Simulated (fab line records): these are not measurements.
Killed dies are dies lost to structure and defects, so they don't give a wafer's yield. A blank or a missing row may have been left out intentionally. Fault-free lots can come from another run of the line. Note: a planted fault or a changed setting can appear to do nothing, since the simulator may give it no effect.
Lot-split experiment ; flow n5Finfet ; route with 1938 steps; 7 lots, 39 wafers read

== SPLIT DETAILS ==
At N5_BEOL_M1_DEP_57 (deposits SiCN from 3MS/NH3, target thk 8 nm, time 14 s), the setting timeS was moved away from the recipe's 14 s on 12 of the 39 wafers read, by -50.9% to +54.0%. The other wafers ran this setting at the recipe's value.

The reading is taken at the split's own step.

== THE READING ==
SiCN_of_BEOL_M1_DEP_57.thkNm (the simulator's own value, which no gauge read), in nm, at N5_BEOL_M1_DEP_57 (deposits SiCN from 3MS/NH3, target thk 8 nm, time 14 s). There is no usual value for it anywhere in the file. Across the 27 wafers here that went through the recipe, the average is 8.1 nm and the standard deviation 0.17 nm.

wafer;tool, chamber at the split;timeS as run, s;against the recipe;SiCN_of_BEOL_M1_DEP_57.thkNm, nm;against lot-mates on the recipe
L076.1;pecvd-01, 2;14;recipe;8;-
L076.2;pecvd-01, 1,2;9.38;-33.0%;5.6;-2.5
L076.6;pecvd-01, 1,2;9.38;-33.0%;5.6;-2.5
L076.3;pecvd-01, 1;14;recipe;8.2;-
L076.5;pecvd-01, 1;14;recipe;8.2;-
L076.4;pecvd-01, 2;9.38;-33.0%;5.4;-2.7
L080.1;pecvd-04, 1,0;14;recipe;8.2;-
L080.2;pecvd-04, 1,0;14;recipe;8.2;-
L080.3;pecvd-04, 2,0,1,2;14;recipe;8.4;-
L080.4;pecvd-04, 2,0,1,2;14;recipe;8.4;-
L080.5;pecvd-04, 2,0,1,2;14;recipe;8.4;-
L080.6;pecvd-04, 2,0,1,2;14;recipe;8.4;-
L087.1;pecvd-04, 1;6.876;-50.9%;4;-4.0
L087.4;pecvd-04, 1;6.876;-50.9%;4;-4.0
L087.2;pecvd-04, 0,0,1;14;recipe;8;-
L087.5;pecvd-04, 0,0,1;14;recipe;8;-
L087.6;pecvd-04, 0,0,1;14;recipe;8;-
L087.3;pecvd-04, 0;6.876;-50.9%;4.2;-3.8
L090.1;pecvd-04, 1;8.496;-39.3%;4.8;-3.2
L090.2;pecvd-04, 0;14;recipe;8;-
L090.3;pecvd-04, 1;14;recipe;8.2;-
L090.4;pecvd-04, 0;8.496;-39.3%;5.2;-2.8
L090.6;pecvd-04, 0;8.496;-39.3%;5.2;-2.8
L090.5;pecvd-04, 1;14;recipe;7.8;-
L091.1;pecvd-01, 2,0,2;14;recipe;8;-
L091.4;pecvd-01, 2,0,2;14;recipe;8;-
L091.5;pecvd-01, 2,0,2;14;recipe;8;-
L091.2;pecvd-01, 0;14;recipe;7.8;-
L091.3;pecvd-01, 1;14;recipe;8.2;-
L091.6;pecvd-01, 1;14;recipe;8.2;-
L094.1;pecvd-04, 2,1,2;21.56;+54.0%;12.4;+4.3
L094.4;pecvd-04, 2,1,2;21.56;+54.0%;12.4;+4.3
L094.6;pecvd-04, 2,1,2;21.56;+54.0%;12.4;+4.3
L094.2;pecvd-04, 1,0;14;recipe;8;-
L094.3;pecvd-04, 1,0;14;recipe;8;-
L094.5;pecvd-04, 0;14;recipe;8.2;-
L097.3;pecvd-04, 1,2;14;recipe;8;-
L097.6;pecvd-04, 1,2;14;recipe;8;-
L097.5;pecvd-04, 0;14;recipe;8.2;-
The file does not say which wafer passed through which chamber wherever a row lists several chambers: such a row stands for several wafers.

FIT RESULTS
A straight line over all 39 wafers: SiCN_of_BEOL_M1_DEP_57.thkNm changes by +0.0789 nm for each +1% of timeS; r = +1.00; the points scatter about the line by 0.16 nm.
The same after taking each lot's own level away (the mean of its wafers on the recipe; 39 wafers): +0.0782 nm for each +1%; r = +1.00; scatter 0.12 nm.
Per that fit: largest timeS move, reading shift of 4.2 nm.
The span of the lots' own levels, 8.00 to 8.33 nm, comes to 2.0 times the standard deviation stated above.
The two slopes agree, so the slope changes little with the lot-to-lot level.
Check: with one of the wafers moved furthest among these (+54.0%) left out of the fit, the line predicts +4.23 nm for it against its lot-mates. It came out at +4.33 nm against them.

== OTHER SPLITS ON THESE WAFERS ==
Note: prior to the reading, these wafers also went through further splits. Each is held against what the fit with the lots' levels taken away leaves over:
other split on the same wafers;wafers away from the commonest value;r with SiCN_of_BEOL_M1_DEP_57.thkNm (lot level and that fit taken away)
N5_SD_EPI_N_EPI_21 epiGrowthTimeS;15;+0.00
N5_MOL_CONTACT_COAG_ALD_27 aldCycles;15;-0.31
N5_MOL_CONTACT_COAG_ALD_133 aldCycles;15;+0.28

== THE FILE'S OWN FIT ==
SiCN_of_BEOL_M1_DEP_57.thkNm changes by +0.078 nm for each +1% of timeS, r = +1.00.
